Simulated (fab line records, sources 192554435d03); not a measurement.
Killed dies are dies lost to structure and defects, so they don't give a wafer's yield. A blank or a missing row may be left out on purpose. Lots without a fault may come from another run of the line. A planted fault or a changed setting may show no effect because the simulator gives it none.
fab line records | flow n5_finfet
record lots=6 wafers=18 last_day=17
route steps=1938 shown BEOL_M6@1231 BEOL_M15@1830 PASSIVATION@1936
lots that met no fault: from a run of the same line without faults
start_h: hours from the record's first day to the start of the lot's first wafer shown | wait_h: hours since the lot's step before | " the same as in the row above | L1.1+2: a row that stands for several wafers | - no value, or no start given | * or withheld: withheld | < > ~ a bound
route shown NAME@n: a module of which the file shows steps, and the number in the route of the first | usual: mean/standard deviation of fault-free wafers | same: alike in all rows | chamber/n: place in a boat | sites: the reading at each site | _std_site: their standard deviation | _edge_site: outer sites' mean less inner sites' | radius_mm: how far each site lies from the wafer's centre | mask NAME#n: copy n | behind: the tool/chamber that last shaped the wafer | hold: why the lot was held/for how many hours/how that ended | device: the transistor (n, p or np) that didn't switch | end of line: the same wafers' tests at the end of the route | a step without rows: its recipe alone | killed: dies lost to structure and defects at the first sort, not the wafer's yield | map: a wafer's dies, x killed, . not, _ none there
set.NAME: the setting as run; set.NAME@STEP: as run at that earlier step | model.NAME: the simulator's own value behind a step, which no gauge read
steps of the route over a sample of lots; a table a step, a row a wafer
services: from which hour (start_h, from the record's first day; less than 0 if before it) a tool's chamber was out of use, for how many hours, and why
## steps
# step N5_BEOL_M6_ETCH_72
# recipe chemistry=N2/H2 target=underlayer target_depth_a=65 mask_material=CAR-EUV time_s=5.2 ion_energy_ev=200 pressure_mtorr=30 source_w=840 bias_w=150 n2_flow_sccm=200 h2_flow_sccm=200 ends=cleared
# usual drypump_motor_current_A=5.8/0.48 etch_rf_on_time_s=5.26/0.16 oes_product_au=0.65/0.079 rf_vpp_V=524.2/2.6 showerhead_plenum_p_Torr=2.56/0.08 throttle_valve_pct=18.0/0.31
# columns lot.wafer tool chamber start_h wait_h drypump_motor_current_A etch_rf_on_time_s oes_product_au rf_hours_counter_h rf_vpp_V showerhead_plenum_p_Torr throttle_valve_pct
L682.1 rie_diel-02 1 233.98 0.0 5.8 5.33 0.61 161 520.9 2.46 18.1
L682.4 " 2 " " 5.7 5.42 0.67 - 524.9 2.58 18.0
L682.6 " 1 " " 5.9 5.31 0.62 - 520.8 2.47 18.2
L681.2 rie_diel-05 1 234.04 0.0 4.8 5.38 0.56 226 526.6 2.61 18.4
L681.3 " 3 " " 5.7 5.43 0.56 247 525.7 2.61 17.8
L681.6 " 1 " " 4.8 5.44 0.57 - 527.3 2.61 18.4
L687.1 rie_diel-02 1 259.22 0.0 5.8 5.45 0.60 172 519.5 2.46 18.1
L687.4 " 1 " " 5.8 5.48 0.59 - 520.4 2.46 18.2
L687.6 " 0 " " 5.3 5.24 0.60 - 521.9 2.53 18.5
L688.1 rie_diel-02 0 268.73 0.0 5.3 5.13 0.60 228 522.5 2.52 18.5
L688.2 " 2 " " 5.8 5.44 0.64 123 522.5 2.57 18.0
L688.3 " 1 " " 5.9 5.42 0.60 179 520.5 2.46 18.2
L689.2 rie_diel-05 1 275.31 0.0 4.8 5.46 0.56 242 525.0 2.60 18.4
L689.3 " 0 " " 6.4 5.53 0.61 196 521.9 2.44 18.0
L689.4 " 2 " " 5.9 5.13 0.59 236 522.5 2.48 17.6
L694.1 rie_diel-01 3 321.81 0.0 5.7 5.15 0.61 225 521.2 2.51 18.0
L694.2 " 2 " " 5.7 5.19 0.61 234 526.2 2.62 18.4
L694.4 " 0 " " 6.3 5.08 0.77 41 528.9 2.71 18.0
# step N5_BEOL_M6_VIA_ETCH_34
# recipe chemistry=C4F6/O2 target=SiCOH_lowk target_depth_a=1263 mask_material=SOC taper_deg=4 time_s=50.9 ion_energy_ev=250 pressure_mtorr=30 source_w=345 bias_w=185 Ar_flow_sccm=300 C4F6_flow_sccm=10 O2_flow_sccm=10
# usual drypump_motor_current_A=5.8/0.47 oes_product_au=0.77/0.094 rf_vpp_V=667/19 run_length_s=74.3/0.47 showerhead_plenum_p_Torr=2.86/0.093 throttle_valve_pct=20.98/0.3 time_s=50.9/0
# columns lot.wafer tool chamber start_h wait_h drypump_motor_current_A oes_product_au rf_hours_counter_h rf_vpp_V run_length_s showerhead_plenum_p_Torr throttle_valve_pct time_s
L682.1 rie_diel-02 1 234.13 0.0 5.8 0.72 161 685 73.9 2.71 20.79 50.9
L682.4 " 2 " " 5.8 0.79 - 689 73.8 2.89 21.04 50.9
L682.6 " 1 " " 5.8 0.72 - 687 74.0 2.71 20.79 50.9
L681.2 rie_diel-05 1 234.19 0.0 4.8 0.66 226 678 73.8 2.94 21.46 50.9
L681.3 " 3 " " 5.6 0.66 247 678 74.0 2.92 20.88 50.9
L681.6 " 1 " " 4.8 0.67 - 679 74.1 2.94 21.45 50.9
L687.1 rie_diel-02 1 259.37 0.0 5.9 0.71 172 686 73.5 2.71 20.82 50.9
L687.4 " 1 " " 5.9 0.71 - 686 74.0 2.71 20.81 50.9
L687.6 " 0 " " 5.3 0.71 - 630 74.4 2.81 21.27 50.9
L688.1 rie_diel-02 0 268.87 0.0 5.3 0.70 228 632 74.0 2.81 21.28 50.9
L688.2 " 2 " " 5.8 0.77 123 689 74.1 2.88 21.05 50.9
L688.3 " 1 " " 5.8 0.71 179 685 73.5 2.70 20.80 50.9
L689.2 rie_diel-05 1 275.46 0.0 4.7 0.65 242 679 74.0 2.93 21.49 50.9
L689.3 " 0 " " 6.4 0.71 196 646 74.5 2.74 21.10 50.9
L689.4 " 2 " " 5.9 0.69 236 677 74.5 2.80 20.91 50.9
L694.1 rie_diel-01 3 321.95 0.0 5.7 0.72 226 661 73.6 2.80 20.94 50.9
L694.2 " 2 " " 5.7 0.71 234 685 74.4 2.90 21.28 50.9
L694.4 " 0 " " 6.3 0.90 41 631 74.8 3.04 21.21 50.9
# step N5_BEOL_M6_STRIP_36
# recipe chemistry=N2/H2 power_w=450 temp_c=40 pressure_mtorr=20 rf_frequency_hz=6e+07 overash_fraction=0.3 bias_power_w=7 h2_frac=0.5 n2_flow_sccm=200 h2_flow_sccm=200
# usual drypump_motor_current_A=5.8/0.48 oes_product_au=0.77/0.089 power_w=450.1/1.3 rf_vpp_V=59.3/1.6 showerhead_plenum_p_Torr=2.56/0.08 throttle_valve_pct=23.8/0.45
# columns lot.wafer tool chamber start_h wait_h drypump_motor_current_A oes_product_au power_w rf_hours_counter_h rf_vpp_V showerhead_plenum_p_Torr throttle_valve_pct
L682.1 rie_diel-02 1 234.18 0.0 5.9 0.74 446.4 161 59.5 2.46 24.1
L682.4 " 2 " " 5.8 0.80 449.7 - 61.7 2.57 23.6
L682.6 " 1 " " 5.9 0.73 451.8 - 58.0 2.46 24.1
L681.2 rie_diel-05 1 234.24 0.0 4.8 0.67 450.5 226 57.1 2.61 24.3
L681.3 " 3 " " 5.7 0.67 448.8 247 58.0 2.60 23.4
L681.6 " 1 " " 4.8 0.67 452.2 - 57.8 2.61 24.3
L687.1 rie_diel-02 1 259.42 0.0 5.8 0.74 450.0 172 57.9 2.46 24.1
L687.4 " 1 " " 5.9 0.71 448.9 - 57.3 2.46 24.1
L687.6 " 0 " " 5.3 0.71 451.5 - 61.2 2.52 24.5
L688.1 rie_diel-02 0 268.93 0.0 5.3 0.73 449.5 228 57.4 2.52 24.5
L688.2 " 2 " " 5.7 0.78 449.7 123 59.7 2.57 23.7
L688.3 " 1 " " 5.8 0.73 450.3 179 60.6 2.45 24.1
L689.2 rie_diel-05 1 275.51 0.0 4.8 0.65 452.7 242 60.0 2.60 24.3
L689.3 " 0 " " 6.4 0.73 449.3 196 58.7 2.43 23.7
L689.4 " 2 " " 5.9 0.68 449.7 236 58.3 2.48 23.0
L694.1 rie_diel-01 3 322.00 0.0 5.7 0.71 450.0 226 59.4 2.51 23.8
L694.2 " 2 " " 5.7 0.72 449.8 234 61.8 2.61 24.2
L694.4 " 0 " " 6.3 0.89 450.0 41 58.8 2.70 23.9
# step N5_BEOL_M6_TRENCH_ETCH_37
# recipe chemistry=C4F6/O2 target_depth_a=944.35 target=SiCOH_lowk time_s=31.5 ion_energy_ev=250 pressure_mtorr=30 source_w=345 bias_w=185 Ar_flow_sccm=300 C4F6_flow_sccm=10 O2_flow_sccm=10
# usual drypump_motor_current_A=5.8/0.48 oes_product_au=0.77/0.094 rf_vpp_V=667/19 run_length_s=54.9/0.46 showerhead_plenum_p_Torr=2.86/0.093 throttle_valve_pct=21.02/0.3 time_s=31.5/0
# columns lot.wafer tool chamber start_h wait_h drypump_motor_current_A oes_product_au rf_hours_counter_h rf_vpp_V run_length_s showerhead_plenum_p_Torr throttle_valve_pct time_s
L682.1 rie_diel-02 1 234.22 - 5.8 0.72 161 686 53.9 2.71 20.83 31.5
L682.4 " 2 " " 5.7 0.79 - 690 54.8 2.89 21.08 31.5
L682.6 " 1 " " 5.9 0.72 - 686 54.1 2.71 20.80 31.5
L681.2 rie_diel-05 1 234.28 - 4.8 0.66 226 682 54.8 2.94 21.48 31.5
L681.3 " 3 " " 5.6 0.67 247 680 54.9 2.92 20.91 31.5
L681.6 " 1 " " 4.7 0.66 - 679 54.5 2.94 21.49 31.5
L687.1 rie_diel-02 1 259.46 - 5.8 0.71 172 686 54.2 2.71 20.83 31.5
L687.4 " 1 " " 5.8 0.71 - 686 54.3 2.71 20.82 31.5
L687.6 " 0 " " 5.3 0.70 - 629 54.8 2.81 21.30 31.5
L688.1 rie_diel-02 0 268.97 - 5.3 0.71 228 630 54.6 2.81 21.30 31.5
L688.2 " 2 " " 5.7 0.77 123 690 54.4 2.88 21.10 31.5
L688.3 " 1 " " 5.9 0.71 179 685 54.4 2.70 20.85 31.5
L689.2 rie_diel-05 1 275.55 - 4.8 0.64 242 677 48.0 2.93 21.50 22.05
L689.3 " 0 " " 6.4 0.72 196 645 49.0 2.74 21.12 22.05
L689.4 " 2 " " 5.8 0.69 236 678 48.6 2.80 20.96 22.05
L694.1 rie_diel-01 3 322.04 - 5.7 0.71 226 659 47.9 2.80 20.98 22.05
L694.2 " 2 " " 5.7 0.72 234 683 48.4 2.90 21.33 22.05
L694.4 " 0 " " 6.3 0.90 41 632 48.7 3.04 21.23 22.05
# step N5_BEOL_M6_OCD_MEAS_38
# usual trench_depth_nm=93.6/2.1
# columns lot.wafer tool chamber start_h wait_h trench_depth_nm
L682.1 ocd-02 - 234.38 - 93.5
L682.4 " - " " 92.7
L682.6 " - " " 93.2
L681.2 ocd-01 - 234.44 - 90.7
L681.3 " - " " 90.3
L681.6 " - " " 90.9
L687.1 ocd-01 - 259.61 - 92.0
L687.4 " - " " 91.7
L687.6 " - " " 93.3
L688.1 ocd-01 - 269.12 - 94.6
L688.2 " - " " 92.8
L688.3 " - " " 93.4
L689.2 ocd-01 - 275.71 - 62.8
L689.3 " - " " 63.3
L689.4 " - " " 66.7
L694.1 ocd-01 - 322.20 - 66.1
L694.2 " - " " 65.2
L694.4 " - " " 66.9
# step N5_BEOL_M6_THK_MEAS_53
# recipe thk_meas_gauge=xrf reads=Cu_of_BEOL_M6_ECD_50
# usual M6_THK=78.8/2.6
# columns lot.wafer tool chamber start_h wait_h M6_THK[nm]
L682.1 film_metro-01 - 237.38 - 76.5
L682.4 " - " " 76.1
L682.6 " - " " 77.2
L681.2 film_metro-01 - 237.43 - 75.7
L681.3 " - " " 77.1
L681.6 " - " " 74.5
L687.1 film_metro-01 - 262.27 - 78.2
L687.4 " - " " 76.4
L687.6 " - " " 80.1
L688.1 film_metro-02 - 271.63 - 80.4
L688.2 " - " " 74.3
L688.3 " - " " 76.7
L689.2 film_metro-01 - 278.63 - 48.2
L689.3 " - " " 50.0
L689.4 " - " " 51.5
L694.1 film_metro-01 - 324.83 - 49.3
L694.2 " - " " 51.9
L694.4 " - " " 52.9
# step N5_BEOL_M6_RS_MEAS_57
# recipe thk_meas_gauge=four-point-probe reads=Cu_of_BEOL_M6_ECD_50+Co_of_BEOL_M6_CVD_78+TaN_of_BEOL_M6_ALD_77
# usual M6_RS=0.292/0.011
# columns lot.wafer tool chamber start_h wait_h M6_RS[ohm/sq]
L682.1 film_metro-01 - 237.51 0.1 0.302
L682.4 " - " " 0.302
L682.6 " - " " 0.298
L681.2 film_metro-01 - 237.56 0.1 0.305
L681.3 " - " " 0.298
L681.6 " - " " 0.310
L687.1 film_metro-02 - 262.40 0.1 0.294
L687.4 " - " " 0.304
L687.6 " - " " 0.287
L688.1 film_metro-02 - 271.76 0.1 0.280
L688.2 " - " " 0.306
L688.3 " - " " 0.292
L689.2 film_metro-01 - 278.76 0.1 0.536
L689.3 " - " " 0.506
L689.4 " - " " 0.491
L694.1 film_metro-01 - 324.96 0.1 0.510
L694.2 " - " " 0.478
L694.4 " - " " 0.469
# step N5_BEOL_M15_RC_MEAS_101
# usual COMB_M10=1.43e-11/2.9e-12 COMB_M11=1.4e-11/3.1e-12 COMB_M12=6.1e-12/1.4e-12 COMB_M13=4.5e-12/1.2e-12 COMB_M13_max_site=6.5e-12/1.8e-12 COMB_M14=3.4e-12/9.4e-13 COMB_M15=2.3e-12/8.5e-13 COMB_M5=3.6e-11/8.3e-12 COMB_M7=2.6e-11/5.4e-12 COMB_M8=2.6e-11/5.5e-12 COMB_M9=1.44e-11/2.9e-12 SERP_M10=3.09/0.11 SERP_M11=3.11/0.11 SERP_M12=0.637/0.02 SERP_M13=0.311/0.0072 SERP_M14=0.163/0.0067 SERP_M5=38.4/2.4 SERP_M6=14.1/0.82 SERP_M6_max_site=14.7/0.89 SERP_M7=14.2/0.83 SERP_M8=14.0/0.65 SERP_M9=3.12/0.12
# columns lot.wafer tool chamber start_h wait_h COMB_M10[S/m] COMB_M11[S/m] COMB_M12[S/m] COMB_M13[S/m] COMB_M13_max_site[S/m] COMB_M14[S/m] COMB_M15[S/m] COMB_M5[S/m] COMB_M7[S/m] COMB_M8[S/m] COMB_M9[S/m] SERP_M10[ohm/um] SERP_M11[ohm/um] SERP_M12[ohm/um] SERP_M13[ohm/um] SERP_M14[ohm/um] SERP_M5[ohm/um] SERP_M6[ohm/um] SERP_M6_max_site[ohm/um] SERP_M7[ohm/um] SERP_M8[ohm/um] SERP_M9[ohm/um]
L681.2 prober-01 0 302.31 0.2 1.35e-11 1.3e-11 4.9e-12 3.8e-12 4.9e-12 2.9e-12 1.7e-12 3.7e-11 2.7e-11 2.7e-11 1.04e-11 3.02 3.09 0.642 0.322 0.175 34.6 14.7 15.8 14.3 13.7 3.21
L681.3 " 0 " " 1.79e-11 1.3e-11 6.6e-12 2.4e-12 4.5e-12 3.6e-12 1.6e-12 3.9e-11 2.4e-11 2e-11 1.48e-11 3.04 3.22 0.642 0.311 0.171 38.5 14.0 14.6 14.1 14.2 2.98
L681.6 " 0 " " 1.09e-11 1.2e-11 5.5e-12 3.8e-12 5.5e-12 2.6e-12 2.2e-12 4e-11 2.3e-11 2.1e-11 1.5e-11 3.05 3.06 0.661 0.327 0.157 34.1 14.2 15.2 14.2 14.1 3.00
L682.1 prober-02 0 308.80 0.0 1.17e-11 1.6e-11 4.6e-12 4.5e-12 7.5e-12 4.9e-12 3.4e-12 3.5e-11 2.8e-11 1.8e-11 9.8e-12 2.88 3.05 0.649 0.304 0.155 45.3 14.3 15.1 14.9 13.8 3.16
L682.4 " 0 " " 1.35e-11 1.2e-11 5.1e-12 5.6e-12 6.9e-12 4e-12 3.4e-12 3.3e-11 1.7e-11 2.2e-11 1.34e-11 3.00 3.12 0.674 0.297 0.161 38.1 14.3 14.8 14.8 13.2 3.10
L682.6 " 0 " " 1.8e-11 1.6e-11 5.3e-12 5.3e-12 6.9e-12 4.2e-12 3.1e-12 4e-11 1.8e-11 3.2e-11 1.52e-11 2.96 2.92 0.647 0.306 0.171 45.3 14.3 14.8 16.5 13.7 3.15
L687.1 prober-01 0 326.62 0.6 1.4e-11 1.8e-11 5.4e-12 2.5e-12 3.7e-12 2.3e-12 2.3e-12 3.2e-11 2.6e-11 1.8e-11 1.16e-11 3.22 3.04 0.617 0.322 0.151 37.2 13.6 14.3 12.9 13.4 3.16
L687.4 " 0 " " 1.21e-11 1.5e-11 6.2e-12 3.2e-12 5.6e-12 2.5e-12 1.6e-12 3.4e-11 2.4e-11 3.2e-11 1.29e-11 2.94 3.14 0.644 0.304 0.160 35.7 15.4 15.7 13.0 14.2 2.81
L687.6 " 0 " " 1.78e-11 1.1e-11 6.5e-12 5.2e-12 6.2e-12 2.6e-12 1.4e-12 3.8e-11 2.7e-11 2.3e-11 1.18e-11 3.08 3.04 0.602 0.308 0.156 34.6 13.5 14.1 14.6 13.6 3.03
L688.1 prober-02 0 334.35 0.0 2.26e-11 1.6e-11 6.5e-12 5.7e-12 6.9e-12 3.9e-12 2.9e-12 2.4e-11 3.1e-11 3.6e-11 1.28e-11 3.12 3.27 0.670 0.308 0.169 44.2 12.5 12.6 13.7 13.8 3.30
L688.2 " 0 " " 1.38e-11 1.2e-11 5.5e-12 7e-12 9.6e-12 4e-12 3.4e-12 4e-11 2.3e-11 3.1e-11 1.1e-11 3.21 3.15 0.643 0.316 0.157 38.7 16.6 17.4 11.6 13.2 3.01
L688.3 " 0 " " 1.82e-11 2.5e-11 5.6e-12 5e-12 7.9e-12 4.1e-12 2.9e-12 3.8e-11 2.6e-11 3.3e-11 1.42e-11 3.06 3.00 0.654 0.322 0.160 35.4 13.7 14.0 13.0 13.8 3.09
L689.2 prober-02 0 347.72 0.2 1.43e-11 9e-12 7.8e-12 4.1e-12 4.7e-12 2.8e-12 4.1e-12 3.1e-11 3.5e-11 2.3e-11 1.83e-11 3.15 3.14 0.634 0.311 0.171 36.7 24.6 26.5 13.5 13.9 3.02
L689.3 " 0 " " 1.26e-11 1.7e-11 8.4e-12 3.9e-12 5.2e-12 4e-12 3.9e-12 3.7e-11 2.8e-11 1.9e-11 1.63e-11 2.98 3.14 0.627 0.309 0.153 37.0 25.1 26.0 14.6 13.9 3.24
L689.4 " 0 " " 1.25e-11 1.4e-11 6.6e-12 4.6e-12 6.4e-12 3.4e-12 2.5e-12 6.1e-11 3.3e-11 2.2e-11 1.3e-11 2.97 2.94 0.630 0.315 0.155 37.9 23.7 25.8 14.0 13.7 3.02
L694.1 prober-01 0 392.59 0.0 1.06e-11 1.9e-11 5.1e-12 3.5e-12 7.9e-12 3.6e-12 1.3e-12 4.8e-11 2.6e-11 3.4e-11 1.29e-11 2.99 3.23 0.594 0.316 0.165 34.3 22.7 24.0 14.3 14.6 3.17
L694.2 " 0 " " 1.66e-11 1.3e-11 5.2e-12 3.3e-12 6e-12 1.9e-12 9e-13 3.3e-11 2.8e-11 2.3e-11 1.58e-11 2.91 3.10 0.664 0.295 0.159 41.8 23.8 25.6 15.7 15.3 3.04
L694.4 " 0 " " 1.28e-11 1.2e-11 4.2e-12 4.9e-12 8.5e-12 3e-12 1.1e-12 2.5e-11 3e-11 2.6e-11 1.44e-11 2.92 2.99 0.668 0.305 0.174 37.1 22.4 23.6 14.5 14.4 3.15
# sites SERP_M6 radius_mm=0,75,75,75,75,140,140,140,140
L681.2 14.7 15.4 14.2 14.4 14.7 15.8 14.3 15.1 15.1
L682.1 13.9 14.1 14.3 13.7 14.1 15.1 14.3 14.4 14.9
L687.1 13.2 13.6 13.1 13.9 13.3 14.3 13.6 14.1 13.7
L688.1 12.1 12.5 12.3 12.4 12.6 12.6 12.5 12.5 12.5
L689.2 23.1 24.9 23.8 24.6 24.2 26.5 24.3 25.4 25.5
L694.1 21.7 22.7 22.5 22.2 22.5 23.2 24.0 23.8 23.2
# step N5_PASSIVATION_PROBE_49
# usual defect_limited_yield=91.7/1.4 killed_at_M0_to_M3=31/11 killed_at_M4_up=13/4.6 killed_at_contacts=13/6.7 killed_at_front_end=39/9.6 killed_at_other=3.5/2.8 killed_dies=98/16 killed_open=64/11 killed_short=33/8.5 sort_bin_5_function=4.9/0.96 sort_bin_6_memory=3.1/0.59 sort_bin_8_speed=0.2/1.3 sort_n_pass=1080/23
# same gross_dies=1180 killed_at_back_side=0 sort_bin_4_leakage[%]=0
# columns lot.wafer tool chamber start_h wait_h defect_limited_yield[%] killed_at_M0_to_M3 killed_at_M4_up killed_at_contacts killed_at_front_end killed_at_other killed_dies killed_open killed_short sort_bin_5_function[%] sort_bin_6_memory[%] sort_bin_8_speed[%] sort_n_pass
L681.2 prober-01 - 319.20 0.1 91.0 34 18 9 38 7 106 77 29 5.5 3.3 0 1074
L681.3 prober-01 - 319.25 0.1 92.2 21 7 19 41 4 92 69 23 4.6 3.1 0 1088
L681.6 prober-01 - 319.40 0.3 91.4 27 11 11 45 7 101 68 33 4.7 3.4 0 1079
L682.1 prober-02 - 326.48 0.8 93.4 20 19 3 34 2 78 61 17 4.1 2.2 0 1102
L682.4 prober-02 - 326.63 0.9 93.1 30 15 7 25 4 81 50 31 4.4 2.3 0 1099
L682.6 prober-02 - 326.73 1.0 93.6 20 13 8 33 1 75 54 21 3.7 2.5 0 1105
L687.1 prober-01 - 343.61 0.0 93.4 33 9 4 29 3 78 47 31 4.2 2.3 0 1102
L687.4 prober-01 - 343.76 0.2 90.2 50 15 7 39 5 116 77 39 5.7 3.6 0 1064
L687.6 prober-01 - 343.86 0.3 91.1 57 6 5 37 0 105 65 40 5.0 3.3 0 1075
L688.1 prober-01 - 347.89 0.0 93.3 27 12 7 24 9 79 58 21 3.8 2.6 0 1101
L688.2 prober-01 - 347.94 0.1 92.8 28 6 11 32 8 85 60 23 4.7 2.3 0 1095
L688.3 prober-01 - 347.99 0.1 91.4 23 12 32 32 3 102 68 32 4.2 4.0 0 1078
L689.2 prober-01 - 362.26 0.1 89.5 34 45 20 23 2 124 61 37 6.2 1.9 2.1 1056
L689.3 prober-01 - 362.31 0.1 91.3 20 38 19 25 1 103 53 24 4.2 2.3 2.2 1077
L689.4 prober-01 - 362.36 0.2 91.2 21 41 12 30 0 104 61 29 4.1 3.1 1.2 1076
L694.1 prober-01 - 409.27 0.0 89.8 35 25 10 49 1 120 76 33 5.7 3.4 0.9 1060
L694.2 prober-01 - 409.32 0.1 90.3 33 32 11 31 8 115 53 38 3.9 3.7 1.9 1065
L694.4 prober-01 - 409.42 0.2 87.3 57 20 17 54 2 150 90 52 6.3 5.4 0.6 1030
# killed by level:class
L681.2 STI_FIN_REVEAL:geometric_particle:open=9 BEOL_M3:geometric_particle:open=9 BEOL_M4:geometric_particle:open=9 MOL_CONTACT_COAG:geometric_particle:open=8 BEOL_M1:geometric_particle:open=8 FIN_SAQP:geometric_particle:open=7 GATE_CUT:geometric_particle:short=7 DUMMY_GATE:geometric_particle:open=4
L681.3 MOL_CONTACT_COAG:geometric_particle:open=18 GATE_CUT:geometric_particle:short=9 DUMMY_GATE:geometric_particle:open=7 STI_FIN_REVEAL:geometric_particle:open=6 FIN_SAQP:geometric_particle:open=5 BEOL_M0:geometric_particle:open=5 STARTING-WAFER:geometric_particle:open=5 BEOL_M1:geometric_particle:open=4
L681.6 STI_FIN_REVEAL:geometric_particle:open=16 MOL_CONTACT_COAG:geometric_particle:open=10 BEOL_M0_SAQP:geometric_particle:open=9 BEOL_M0_SAQP:geometric_particle:short=8 GATE_CUT:geometric_particle:open=7 FIN_SAQP:geometric_particle:short=5 FIN_SAQP:geometric_particle:open=4 BEOL_M0:geometric_particle:open=4
L682.1 STI_FIN_REVEAL:geometric_particle:open=8 DUMMY_GATE:geometric_particle:open=8 BEOL_M2:geometric_particle:open=7 BEOL_M3:geometric_particle:open=7 BEOL_M4:geometric_particle:open=7 BEOL_M6:geometric_particle:open=5 FIN_SAQP:geometric_particle:short=3 GATE_CUT:geometric_particle:short=3
L682.4 BEOL_M1:geometric_particle:open=8 STI_FIN_REVEAL:geometric_particle:open=7 BEOL_M4:geometric_particle:open=7 BEOL_M0_SAQP:geometric_particle:short=6 MOL_CONTACT_COAG:geometric_particle:open=5 FIN_SAQP:geometric_particle:short=3 GATE_CUT:geometric_particle:short=3 GATE_CUT:geometric_particle:open=3
L682.6 STI_FIN_REVEAL:geometric_particle:open=13 MOL_CONTACT_COAG:geometric_particle:open=6 BEOL_M1:geometric_particle:open=5 BEOL_M4:geometric_particle:short=5 BEOL_M4:geometric_particle:open=5 DUMMY_GATE:geometric_particle:open=4 GATE_CUT:geometric_particle:short=4 BEOL_M0:geometric_particle:open=4
L687.1 BEOL_M0_SAQP:geometric_particle:open=10 FIN_SAQP:geometric_particle:open=9 BEOL_M0_SAQP:geometric_particle:short=7 BEOL_M1:geometric_particle:open=6 BEOL_M3:geometric_particle:short=6 FIN_SAQP:geometric_particle:short=5 STARTING-WAFER:geometric_particle:short=4 STARTING-WAFER:geometric_particle:open=3
L687.4 FIN_SAQP:geometric_particle:open=21 BEOL_M0_SAQP:geometric_particle:open=17 BEOL_M0_SAQP:geometric_particle:short=12 FIN_SAQP:geometric_particle:short=11 BEOL_M2:geometric_particle:open=7 BEOL_M4:geometric_particle:open=7 MOL_CONTACT_COAG:geometric_particle:open=6 BEOL_M1:geometric_particle:open=5
L687.6 BEOL_M0_SAQP:geometric_particle:open=18 BEOL_M0_SAQP:geometric_particle:short=14 STI_FIN_REVEAL:geometric_particle:open=12 FIN_SAQP:geometric_particle:open=5 FIN_SAQP:geometric_particle:short=5 GATE_CUT:geometric_particle:short=5 BEOL_M1:geometric_particle:open=5 BEOL_M2:geometric_particle:open=5
L688.1 BEOL_M3:geometric_particle:open=9 BEOL_M4:geometric_particle:open=8 STI_FIN_REVEAL:geometric_particle:open=6 DUMMY_GATE:geometric_particle:open=6 FIN_SAQP:geometric_particle:open=5 MOL_CONTACT_COAG:geometric_particle:open=5 BEOL_M1:geometric_particle:open=5 FIN_SAQP:geometric_particle:short=4
L688.2 MOL_CONTACT_COAG:geometric_particle:open=9 STI_FIN_REVEAL:geometric_particle:open=7 BEOL_M3:geometric_particle:open=7 FIN_SAQP:geometric_particle:open=6 DUMMY_GATE:geometric_particle:open=6 BEOL_M0_SAQP:geometric_particle:short=6 GATE_CUT:geometric_particle:short=5 BEOL_M0_SAQP:geometric_particle:open=5
L688.3 MOL_CONTACT_COAG:geometric_particle:open=25 BEOL_M3:geometric_particle:open=8 MOL_CONTACT_COAG:geometric_particle:short=7 FIN_SAQP:geometric_particle:open=6 STI_FIN_REVEAL:geometric_particle:open=5 GATE_CUT:geometric_particle:short=4 BEOL_M0_SAQP:geometric_particle:open=4 FIN_SAQP:geometric_particle:short=3
L689.2 BEOL_M6:area_ecd=25 MOL_CONTACT_COAG:geometric_particle:open=12 BEOL_M3:geometric_particle:open=9 MOL_CONTACT_COAG:geometric_particle:short=8 BEOL_M0_SAQP:geometric_particle:open=8 BEOL_M0_SAQP:geometric_particle:short=7 FIN_SAQP:geometric_particle:short=6 BEOL_M4:geometric_particle:open=6
L689.3 BEOL_M6:area_ecd=26 MOL_CONTACT_COAG:geometric_particle:open=14 BEOL_M2:geometric_particle:open=8 MOL_CONTACT_COAG:geometric_particle:short=5 FIN_SAQP:geometric_particle:open=4 FIN_SAQP:geometric_particle:short=4 STI_FIN_REVEAL:geometric_particle:open=4 DUMMY_GATE:geometric_particle:open=4
L689.4 BEOL_M6:area_ecd=14 MOL_CONTACT_COAG:geometric_particle:open=11 BEOL_M4:geometric_particle:open=10 FIN_SAQP:geometric_particle:short=7 STI_FIN_REVEAL:geometric_particle:open=7 BEOL_M2:geometric_particle:open=7 GATE_CUT:geometric_particle:short=6 BEOL_M1:geometric_particle:open=5
L694.1 STI_FIN_REVEAL:geometric_particle:open=13 BEOL_M6:area_ecd=11 MOL_CONTACT_COAG:geometric_particle:open=8 BEOL_M3:geometric_particle:open=8 BEOL_M1:geometric_particle:open=7 FIN_SAQP:geometric_particle:open=6 FIN_SAQP:geometric_particle:short=5 BEOL_M0_SAQP:geometric_particle:open=5
L694.2 BEOL_M6:area_ecd=23 FIN_SAQP:geometric_particle:short=15 BEOL_M3:geometric_particle:open=8 MOL_CONTACT_COAG:geometric_particle:open=8 BEOL_M0_SAQP:geometric_particle:open=7 BEOL_M0_SAQP:geometric_particle:short=6 FIN_SAQP:geometric_particle:open=5 DUMMY_GATE:geometric_particle:open=3
L694.4 BEOL_M0_SAQP:geometric_particle:short=16 BEOL_M0_SAQP:geometric_particle:open=15 FIN_SAQP:geometric_particle:open=14 MOL_CONTACT_COAG:geometric_particle:open=14 FIN_SAQP:geometric_particle:short=12 DUMMY_GATE:geometric_particle:open=8 BEOL_M3:geometric_particle:open=8 STI_FIN_REVEAL:geometric_particle:open=7
## services
# columns tool chamber start_h hours kind
rie_diel-02 0 226.35 10.5 repair
rie_diel-02 3 241.86 46.0 repair
rie_diel-05 3 243.39 - clean
rie_diel-05 3 243.39 - consumable_replace:focus_ring
rie_diel-05 3 243.39 13.8 scheduled_down
rie_diel-05 3 243.39 13.8 vent_cycle
rie_diel-05 - 266.00 4.0 pm
rie_diel-05 1 297.00 - clean
rie_diel-05 1 297.00 - consumable_replace:focus_ring
rie_diel-05 1 297.00 35.3 scheduled_down
rie_diel-05 1 297.00 35.3 vent_cycle
rie_diel-05 0 319.99 7.4 repair
## key
first_sign step=N5_BEOL_M6_TRENCH_ETCH_37 reading=time_s direction=down sigmas=99+ usual=* struck=*
effect step=N5_BEOL_M6_TRENCH_ETCH_37 reading=run_length_s direction=down sigmas=14 usual=* struck=*
effect step=N5_BEOL_M6_OCD_MEAS_38 reading=trench_depth_nm direction=down sigmas=14 usual=93.6 struck=65.2
effect step=N5_BEOL_M6_THK_MEAS_53 reading=M6_THK direction=down sigmas=11 usual=78.8 struck=50.6
effect step=N5_BEOL_M6_RS_MEAS_57 reading=M6_RS direction=up sigmas=20 usual=0.292 struck=0.498
effect step=N5_BEOL_M15_RC_MEAS_101 reading=SERP_M6 direction=up sigmas=12 usual=14.1 struck=23.7
effect step=N5_PASSIVATION_PROBE_49 reading=killed_at_M4_up direction=up sigmas=4.5 usual=13 struck=34 wafers_moved=5
met_at N5_BEOL_M6_TRENCH_ETCH_37
struck_lots L689,L694
not_acting_at N5_BEOL_M6_ETCH_72,N5_BEOL_M6_VIA_ETCH_34,N5_BEOL_M6_STRIP_36
onset_between 268.97 275.55
fault kind=recipe_version_skew tool=rie_diel-01,rie_diel-02,rie_diel-05 chamber=- onset_h=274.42 steps=N5_BEOL_M6_TRENCH_ETCH_37 wrong_recipe.time_s=*
